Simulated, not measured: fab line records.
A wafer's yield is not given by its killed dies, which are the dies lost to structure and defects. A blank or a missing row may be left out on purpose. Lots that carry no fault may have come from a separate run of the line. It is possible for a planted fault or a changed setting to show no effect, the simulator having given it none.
Which of the tools did it? -- flow n5-finfet -- 22 lots with 66 wafers sampled at 6 steps, on a route of 1938 steps

## WHAT THE GAUGES READ, wafer by wafer
The record lacks any reading of a measuring or inspecting step that a usual standard deviation could be used to judge.

## TOOL THAT RAN EACH LOT (tool first, then ch and the chambers of the sampled wafers, then the start)
lot,N5_FIN_SAQP_DENSIFY_62,N5_FIN_SAQP_SPACER1_ALD_24,N5_FIN_SAQP_STRIP_70,N5_FIN_CUT_STRIP_24,N5_FIN_CUT_STRIP_22,N5_STI_FIN_REVEAL_CMP_04
L074,"rtp-anneal-02 ch 0, day 1 21:54","ald-sin-02 ch 1,2,3, day 2 00:07","rie-diel-04 ch 0,2,3, day 2 02:11","rie-diel-05 ch 0,1,3, day 2 04:54","rie-diel-01 ch 0,1,3, day 2 05:14","cmp-03 ch 0,1,3, day 2 10:37"
L075,"rtp-anneal-02 ch 0, day 2 03:38","ald-sin-02 ch 1,2,3, day 2 05:51","rie-diel-04 ch 2,3, day 2 07:35","rie-diel-06 ch 1,2,3, day 2 10:13","rie-diel-06 ch 0,1,3, day 2 10:34","cmp-03 ch 1,2,3, day 2 15:58"
L076,"rtp-anneal-01 ch 0, day 2 12:44","ald-sin-02 ch 0,2,3, day 2 15:01","rie-diel-04 ch 1,2,3, day 2 16:47","rie-diel-01 ch 0,1,3, day 2 19:24","rie-diel-06 ch 0,3, day 2 19:45","cmp-01 ch 0,1,2, day 3 01:04"
L077,"rtp-anneal-01 ch 0, day 2 14:31","ald-sin-04 ch 0,2, day 2 16:41","rie-diel-03 ch 0,3, day 2 18:25","rie-diel-01 ch 0,3, day 2 21:17","rie-diel-01 ch 0,1, day 2 21:37","cmp-02 ch 2,3, day 3 03:19"
L078,"rtp-anneal-02 ch 0, day 2 20:53","ald-sin-04 ch 0,1,3, day 2 22:56","rie-diel-04 ch 0,1,2, day 3 00:42","rie-diel-05 ch 0,1,2, day 3 03:02","rie-diel-06 ch 0,2,3, day 3 03:22","cmp-02 ch 0,2,3, day 3 08:40"
L079,"rtp-anneal-02 ch 0, day 3 02:32","ald-sin-01 ch 0,2,3, day 3 06:13","rie-diel-03 ch 0,1,3, day 3 08:07","rie-diel-01 ch 1,2,3, day 3 10:36","rie-diel-06 ch 0,1,3, day 3 11:50","cmp-01 ch 1,2,3, day 3 17:07"
L080,"rtp-anneal-02 ch 0, day 3 09:26","ald-sin-02 ch 0,1, day 3 12:12","rie-diel-03 ch 2,3, day 3 14:08","rie-diel-01 ch 0,2,3, day 3 16:23","rie-diel-05 ch 0,3, day 3 16:43","cmp-03 ch 1,3, day 3 22:00"
L081,"rtp-anneal-02 ch 0, day 3 14:56","ald-sin-04 ch 0,3, day 3 17:08","rie-diel-03 ch 1,2,3, day 3 20:02","rie-diel-06 ch 0,2,3, day 3 22:26","rie-diel-01 ch 0,1,3, day 3 23:01","cmp-03 ch 1,2, day 4 04:47"
L082,"rtp-anneal-01 ch 0, day 3 20:52","ald-sin-01 ch 0,1, day 3 23:52","rie-diel-04 ch 0,2, day 4 02:13","rie-diel-05 ch 0,2,3, day 4 05:01","rie-diel-05 ch 2,3, day 4 05:21","cmp-02 ch 0,1,3, day 4 10:43"
L083,"rtp-anneal-01 ch 0, day 4 08:37","ald-sin-02 ch 0,1,2, day 4 10:49","rie-diel-02 ch 0,1,2, day 4 12:32","rie-diel-06 ch 0,2,3, day 4 16:02","rie-diel-05 ch 0,1,2, day 4 16:22","cmp-02 ch 0,3, day 4 23:54"
L084,"rtp-anneal-01 ch 0, day 4 09:04","ald-sin-04 ch 0,1,3, day 4 11:07","rie-diel-03 ch 0,2,3, day 4 12:54","rie-diel-01 ch 0,1,2, day 4 16:28","rie-diel-06 ch 1,2,3, day 4 16:49","cmp-03 ch 0,1,2, day 5 00:12"
L085,"rtp-anneal-02 ch 0, day 4 15:35","ald-sin-04 ch 0,1,3, day 4 18:07","rie-diel-04 ch 1,3, day 4 19:50","rie-diel-01 ch 0,1, day 4 22:23","rie-diel-01 ch 0,1,2, day 4 22:46","cmp-02 ch 0,3, day 5 04:02"
L086,"rtp-anneal-02 ch 0, day 4 20:48","ald-sin-02 ch 0,1,2, day 4 23:13","rie-diel-02 ch 1,2,3, day 5 01:02","rie-diel-01 ch 0,2,3, day 5 03:46","rie-diel-06 ch 0,1,3, day 5 04:08","cmp-02 ch 1,2,3, day 5 09:26"
L087,"rtp-anneal-01 ch 0, day 5 03:34","ald-sin-01 ch 0,1,2, day 5 06:04","rie-diel-04 ch 2,3, day 5 08:06","rie-diel-06 ch 2,3, day 5 10:23","rie-diel-05 ch 2,3, day 5 10:44","cmp-03 ch 0,3, day 5 16:02"
L088,"rtp-anneal-02 ch 0, day 5 13:00","ald-sin-02 ch 1,2,3, day 5 15:04","rie-diel-03 ch 0,2,3, day 5 16:49","rie-diel-06 ch 0,1,3, day 5 19:46","rie-diel-05 ch 0,2,3, day 5 20:06","cmp-02 ch 0,2,3, day 6 01:28"
L089,"rtp-anneal-02 ch 0, day 5 14:57","ald-sin-04 ch 0,2,3, day 5 17:00","rie-diel-03 ch 0,2, day 5 18:59","rie-diel-06 ch 1,2,3, day 5 21:31","rie-diel-06 ch 1,2,3, day 5 21:51","cmp-02 ch 1,2,3, day 6 03:16"
L090,"rtp-anneal-02 ch 0, day 5 22:29","ald-sin-02 ch 1,3, day 6 00:43","rie-diel-04 ch 0,2,3, day 6 02:48","rie-diel-05 ch 0,3, day 6 05:19","rie-diel-05 ch 0,2,3, day 6 06:00","cmp-03 ch 1,2,3, day 6 11:28"
L092,"rtp-anneal-01 ch 0, day 6 10:28","ald-sin-01 ch 0,1,2, day 6 12:58","rie-diel-02 ch 0,2,3, day 6 14:50","rie-diel-05 ch 1,2,3, day 6 18:29","rie-diel-01 ch 1,2,3, day 6 18:49","cmp-03 ch 1,2,3, day 7 00:08"
L093,"rtp-anneal-02 ch 0, day 6 18:06","ald-sin-02 ch 0,1,3, day 6 20:41","rie-diel-03 ch 1,2,3, day 6 22:40","rie-diel-05 ch 0,1,2, day 7 00:57","rie-diel-05 ch 0,1, day 7 01:17","cmp-03 ch 0,1,3, day 7 06:47"
L094,"rtp-anneal-02 ch 0, day 6 20:59","ald-sin-04 ch 2,3, day 6 23:23","rie-diel-02 ch 1,3, day 7 01:08","rie-diel-06 ch 0,1,2, day 7 04:03","rie-diel-05 ch 1,2, day 7 04:24","cmp-03 ch 1,2,3, day 7 10:58"
L095,"rtp-anneal-02 ch 0, day 7 03:39","ald-sin-01 ch 0,2,3, day 7 06:07","rie-diel-04 ch 0,1,2, day 7 07:50","rie-diel-06 ch 1,2, day 7 10:17","rie-diel-06 ch 2,3, day 7 10:38","cmp-01 ch 0,1,3, day 7 16:00"
L097,"rtp-anneal-01 ch 0, day 7 14:58","ald-sin-04 ch 2,3, day 7 17:09","rie-diel-03 ch 2,3, day 7 18:53","rie-diel-01 ch 1,2, day 7 21:12","rie-diel-05 ch 0,2,3, day 7 21:45","cmp-02 ch 0,2,3, day 8 03:59"
- N5_FIN_SAQP_DENSIFY_62: time 60 s.
- N5_FIN_SAQP_SPACER1_ALD_24: deposits SiO2, target thk 20.3 nm, pulse time 1 s, purge time 2 s.
- N5_FIN_SAQP_STRIP_70: strips in N2/H2.
- N5_FIN_CUT_STRIP_24: strips in CF4.
- N5_FIN_CUT_STRIP_22: strips in N2/H2.
- N5_STI_FIN_REVEAL_CMP_04: polishes, stops on Si3N4, t overpolish 4 s, target thk 131.83 nm.

## AS READ BY THE TOOLS THEMSELVES (means over the sampled wafers that have a number; for cases with no such wafer, the mark the record gives instead)
N5_FIN_SAQP_DENSIFY_62.
lot,tool,lamp-power-pct (%),wafer_temp_C_max
L074,rtp-anneal-02,9.83,703.4
L075,rtp-anneal-02,9.85,703.5
L076,rtp-anneal-01,9.82,702.9
L077,rtp-anneal-01,9.81,703.2
L078,rtp-anneal-02,9.79,703.8
L079,rtp-anneal-02,9.85,702.9
L080,rtp-anneal-02,9.83,703.5
L081,rtp-anneal-02,9.82,703.4
L082,rtp-anneal-01,9.78,703.7
L083,rtp-anneal-01,9.87,703.7
L084,rtp-anneal-01,9.86,702.9
L085,rtp-anneal-02,9.87,704.3
L086,rtp-anneal-02,9.86,703.8
L087,rtp-anneal-01,9.89,703.8
L088,rtp-anneal-02,9.84,702.6
L089,rtp-anneal-02,9.83,703.9
L090,rtp-anneal-02,9.82,702.8
L092,rtp-anneal-01,9.80,702.5
L093,rtp-anneal-02,9.87,703.0
L094,rtp-anneal-02,9.80,703.0
L095,rtp-anneal-02,9.83,703.4
L097,rtp-anneal-01,9.81,703.0

N5_FIN_SAQP_SPACER1_ALD_24.
lot,tool,heater-power-w (W),precursor-pulse-height-rel
L074,ald-sin-02,480,0.982
L075,ald-sin-02,477,1.004
L076,ald-sin-02,475,1.016
L077,ald-sin-04,489,0.997
L078,ald-sin-04,463,1.018
L079,ald-sin-01,477,1.011
L080,ald-sin-02,462,1.020
L081,ald-sin-04,462,1.007
L082,ald-sin-01,440,0.993
L083,ald-sin-02,476,0.988
L084,ald-sin-04,470,0.998
L085,ald-sin-04,461,1.006
L086,ald-sin-02,483,0.969
L087,ald-sin-01,439,0.992
L088,ald-sin-02,475,1.015
L089,ald-sin-04,499,1.006
L090,ald-sin-02,476,0.990
L092,ald-sin-01,447,0.985
L093,ald-sin-02,471,0.996
L094,ald-sin-04,495,1.004
L095,ald-sin-01,467,0.983
L097,ald-sin-04,500,0.988

N5_FIN_SAQP_STRIP_70.
lot,tool,drypump-motor-current-A (A),h2-flow-sccm (sccm),oes-product-au (a.u.),rf-vpp-V (V),showerhead-plenum-p-Torr (Torr),temp-c (C),throttle-valve-pct (%)
L074,rie-diel-04,5.8,300.6,0.79,121.5,3.26,39.91,18.85
L075,rie-diel-04,6.1,300.6,0.80,120.9,3.32,40.13,18.97
L076,rie-diel-04,5.8,300.4,0.81,121.1,3.38,39.92,19.03
L077,rie-diel-03,5.9,300.1,0.78,121.8,3.36,40.02,19.31
L078,rie-diel-04,5.8,299.9,0.74,121.0,3.33,40.07,18.96
L079,rie-diel-03,6.1,300.0,0.78,122.4,3.40,40.03,19.22
L080,rie-diel-03,5.7,299.6,0.88,122.3,3.39,39.88,18.77
L081,rie-diel-03,5.7,299.6,0.78,122.0,3.40,39.96,18.97
L082,rie-diel-04,5.8,299.7,0.70,121.1,3.22,40.06,18.77
L083,rie-diel-02,5.8,299.6,0.80,121.4,3.29,39.95,18.83
L084,rie-diel-03,5.5,299.9,0.77,122.2,3.35,40.01,19.09
L085,rie-diel-04,5.6,299.4,0.80,122.1,3.42,40.03,19.14
L086,rie-diel-02,5.9,300.8,0.73,121.5,3.31,39.90,18.82
L087,rie-diel-04,5.8,300.2,0.81,121.6,3.29,40.02,18.99
L088,rie-diel-03,5.6,299.0,0.75,122.0,3.34,39.97,19.08
L089,rie-diel-03,5.1,299.7,0.68,121.8,3.30,40.03,19.13
L090,rie-diel-04,5.8,300.0,0.84,122.2,3.38,39.98,18.78
L092,rie-diel-02,6.0,299.8,0.79,121.7,3.38,40.01,18.91
L093,rie-diel-03,5.7,300.4,0.83,122.0,3.38,40.03,18.89
L094,rie-diel-02,5.8,299.2,0.70,121.7,3.28,39.93,18.62
L095,rie-diel-04,5.9,299.9,0.81,121.4,3.45,40.10,18.88
L097,rie-diel-03,5.2,300.4,0.74,121.7,3.33,39.96,18.88

N5_FIN_CUT_STRIP_24.
lot,tool,drypump-motor-current-A (A),oes-product-au (a.u.),rf-vpp-V (V),showerhead-plenum-p-Torr (Torr),throttle-valve-pct (%)
L074,rie-diel-05,6.2,0.74,270.8,1.79,13.76
L075,rie-diel-06,5.7,0.77,270.2,1.76,13.69
L076,rie-diel-01,6.0,0.74,270.4,1.79,13.67
L077,rie-diel-01,5.8,0.74,271.9,1.81,13.65
L078,rie-diel-05,6.2,0.73,270.1,1.75,13.66
L079,rie-diel-01,5.6,0.73,271.4,1.80,13.74
L080,rie-diel-01,5.7,0.72,270.8,1.77,13.68
L081,rie-diel-06,5.8,0.78,269.6,1.75,13.71
L082,rie-diel-05,6.2,0.71,269.8,1.77,13.79
L083,rie-diel-06,5.8,0.77,269.8,1.75,13.73
L084,rie-diel-01,5.8,0.72,270.2,1.75,13.73
L085,rie-diel-01,6.1,0.73,269.9,1.76,13.73
L086,rie-diel-01,5.7,0.71,271.1,1.77,13.71
L087,rie-diel-06,6.0,0.77,269.9,1.75,13.82
L088,rie-diel-06,5.7,0.74,270.9,1.79,13.72
L089,rie-diel-06,5.7,0.75,269.9,1.75,13.73
L090,rie-diel-05,6.2,0.70,271.6,1.81,13.93
L092,rie-diel-05,6.1,0.71,271.1,1.78,13.60
L093,rie-diel-05,6.2,0.71,270.0,1.74,13.73
L094,rie-diel-06,5.5,0.75,270.5,1.75,13.67
L095,rie-diel-06,5.5,0.76,269.3,1.71,13.69
L097,rie-diel-01,5.8,0.78,271.0,1.76,13.66

N5_FIN_CUT_STRIP_22.
lot,tool,drypump-motor-current-A (A),h2-flow-sccm (sccm),oes-product-au (a.u.),rf-vpp-V (V),showerhead-plenum-p-Torr (Torr),temp-c (C),throttle-valve-pct (%)
L074,rie-diel-01,6.0,300.7,0.75,53.3,3.35,40.13,19.2
L075,rie-diel-06,5.7,299.4,0.77,53.9,3.37,40.01,19.2
L076,rie-diel-06,6.0,300.4,0.80,54.2,3.38,39.90,19.4
L077,rie-diel-01,6.2,300.1,0.74,54.6,3.25,39.96,19.3
L078,rie-diel-06,5.8,299.8,0.80,55.8,3.30,39.94,19.3
L079,rie-diel-06,5.7,300.2,0.76,55.3,3.36,40.02,19.2
L080,rie-diel-05,6.2,299.6,0.71,55.1,3.40,40.03,19.1
L081,rie-diel-01,6.0,299.7,0.74,54.3,3.34,40.09,19.2
L082,rie-diel-05,6.2,300.3,0.72,55.4,3.40,40.01,18.7
L083,rie-diel-05,6.2,299.2,0.72,55.4,3.25,40.00,18.7
L084,rie-diel-06,5.7,300.1,0.76,56.0,3.27,40.04,19.0
L085,rie-diel-01,5.8,300.6,0.72,53.8,3.27,39.99,19.3
L086,rie-diel-06,5.7,300.2,0.75,55.3,3.35,40.00,19.2
L087,rie-diel-05,6.2,299.5,0.70,52.7,3.28,40.03,18.4
L088,rie-diel-05,6.2,300.4,0.70,51.8,3.29,40.00,18.9
L089,rie-diel-06,5.7,300.1,0.75,53.8,3.27,39.90,19.0
L090,rie-diel-05,6.3,301.0,0.70,53.4,3.29,40.02,18.9
L092,rie-diel-01,5.7,299.7,0.79,52.7,3.36,39.94,19.1
L093,rie-diel-05,6.3,300.1,0.71,54.1,3.25,40.06,19.1
L094,rie-diel-05,6.1,301.2,0.71,53.1,3.23,40.12,18.3
L095,rie-diel-06,6.0,300.5,0.76,53.9,3.28,40.06,19.2
L097,rie-diel-05,6.3,300.2,0.69,54.4,3.28,40.00,18.9

N5_STI_FIN_REVEAL_CMP_04.
lot,tool,motor-current-A (A),overpolish-run-s (s),time-to-endpoint-s (s)
L074,cmp-03,8.0,4.003,97
L075,cmp-03,7.5,4.003,95
L076,cmp-01,7.5,4.005,102
L077,cmp-02,7.8,4.007,100
L078,cmp-02,8.2,4.001,101
L079,cmp-01,8.0,3.996,106
L080,cmp-03,7.6,4.006,100
L081,cmp-03,7.9,3.990,97
L082,cmp-02,7.9,3.992,104
L083,cmp-02,8.1,3.997,103
L084,cmp-03,7.7,3.993,98
L085,cmp-02,7.3,3.996,103
L086,cmp-02,8.2,4.005,102
L087,cmp-03,7.6,4.003,99
L088,cmp-02,7.9,4.005,102
L089,cmp-02,8.0,3.998,103
L090,cmp-03,7.2,3.996,98
L092,cmp-03,7.4,3.996,101
L093,cmp-03,7.8,4.006,101
L094,cmp-03,7.7,4.004,98
L095,cmp-01,7.6,4.010,107
L097,cmp-02,8.0,4.003,106

## THE ANSWER, worked out from the rows above alone
Rule: what is usual is taken from the lots themselves. Put in order of their means at a reading, lots are off if they are a third of the lots or fewer, leave a main group of 4 or more, and stand apart from it by a gap of 3 or more times the standard deviation of the main group's means; of several such gaps the widest counts. A main group whose means are all the same, to the digits that the tables above print for the reading, isn't used. Also off: a lot with no number at a reading for which 4 or more lots have one. Any other lot the step has rows for is counted as sound. Order of review: gauges by route order, followed by the tools' own readings, for which a lot's mean as printed above is used. The first step at which some lot is off is used, and at that step the reading that is off furthest; a lot without a number counts as furthest.
Across all readings shown, no lot is off: no conclusion can be drawn from this.

## WHAT THE SIMULATOR HAD PUT IN
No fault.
